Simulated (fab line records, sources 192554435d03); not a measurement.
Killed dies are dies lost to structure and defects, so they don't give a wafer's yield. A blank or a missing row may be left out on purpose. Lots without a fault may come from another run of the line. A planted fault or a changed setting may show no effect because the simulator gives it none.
Chamber matching | flow n5_finfet | N5_BEOL_M7_STRIP_67 on rie_diel-05: 4 sister chambers
The step strips in CF4. 20 wafers are shown with their chamber, then 10 later ones without.

WAFERS WITH THEIR CHAMBER
wafer  | chamber | drypump_motor_current_A (A) | showerhead_plenum_p_Torr (Torr) | throttle_valve_pct (%)
L076.1 | 0       | 5.8                         | 1.77                            | 13.56
L076.2 | 1       | 5.3                         | 1.81                            | 13.24
L076.4 | 3       | 6.4                         | 1.79                            | 13.87
L083.1 | 1       | 5.4                         | 1.81                            | 13.27
L083.4 | 0       | 5.8                         | 1.77                            | 13.57
L083.6 | 1       | 5.3                         | 1.81                            | 13.25
L085.2 | 1       | 5.4                         | 1.81                            | 13.27
L085.3 | 0       | 5.7                         | 1.77                            | 13.59
L085.6 | 3       | 6.3                         | 1.78                            | 13.90
L087.2 | 3       | 6.4                         | 1.78                            | 13.91
L087.3 | 1       | 5.4                         | 1.81                            | 13.27
L087.5 | 1       | 5.4                         | 1.81                            | 13.26
L089.2 | 3       | 6.3                         | 1.78                            | 13.94
L089.4 | 2       | 6.2                         | 1.76                            | 13.58
L089.5 | 1       | 5.3                         | 1.80                            | 13.29
L090.1 | 0       | 5.8                         | 1.77                            | 13.04
L090.4 | 1       | 5.3                         | 1.80                            | 13.33
L090.5 | 1       | 5.4                         | 1.80                            | 13.33
L092.1 | 3       | 6.3                         | 1.78                            | 13.96
L092.2 | 1       | 5.3                         | 1.80                            | 13.33

SIGNATURES (means of the wafers above)
reading                  | chamber 0 | chamber 1 | chamber 2 | chamber 3 | scatter within a chamber
drypump_motor_current_A  | 5.775     | 5.350     | 6.200     | 6.340     | 0.0527
showerhead_plenum_p_Torr | 1.7700    | 1.8060    | 1.7600    | 1.7820    | 0.00447
throttle_valve_pct       | 13.4400   | 13.2840   | 13.5800   | 13.9160   | 0.12
Rule: a wafer's distance from a chamber is the root of the sum, over the readings, of the square of ((its reading less the chamber's mean) divided by the reading's scatter). The wafer belongs to the nearest chamber; if the next one is less than 2 further off, it can't be placed. The scatter: the root of (the sum of the squares of (reading less its chamber's mean) over the shown wafers, divided by (wafers less chambers)).

WAFERS WITHOUT THEIR CHAMBER
wafer  | drypump_motor_current_A (A) | showerhead_plenum_p_Torr (Torr) | throttle_valve_pct (%)
L092.5 | 5.3                         | 1.80                            | 13.31
L093.1 | 5.8                         | 1.77                            | 13.04
L093.3 | 5.3                         | 1.80                            | 13.33
L093.5 | 5.4                         | 1.80                            | 13.33
L095.1 | 5.8                         | 1.77                            | 13.07
L095.2 | 5.4                         | 1.80                            | 13.36
L095.4 | 5.4                         | 1.80                            | 13.36
L097.4 | 6.2                         | 1.75                            | 13.62
L097.5 | 5.8                         | 1.76                            | 13.08
L097.6 | 6.4                         | 1.77                            | 14.00

WHICH CHAMBER EACH WENT THROUGH
wafer  | from the rows above | in truth
L092.5 | 1                   | 1
L093.1 | 0                   | 0
L093.3 | 1                   | 1
L093.5 | 1                   | 1
L095.1 | 0                   | 0
L095.2 | 1                   | 1
L095.4 | 1                   | 1
L097.4 | 2                   | 2
L097.5 | 0                   | 0
L097.6 | 3                   | 3
Placed correctly: 10 of 10. Can't be placed from these rows: 0. Placed wrongly: 0.
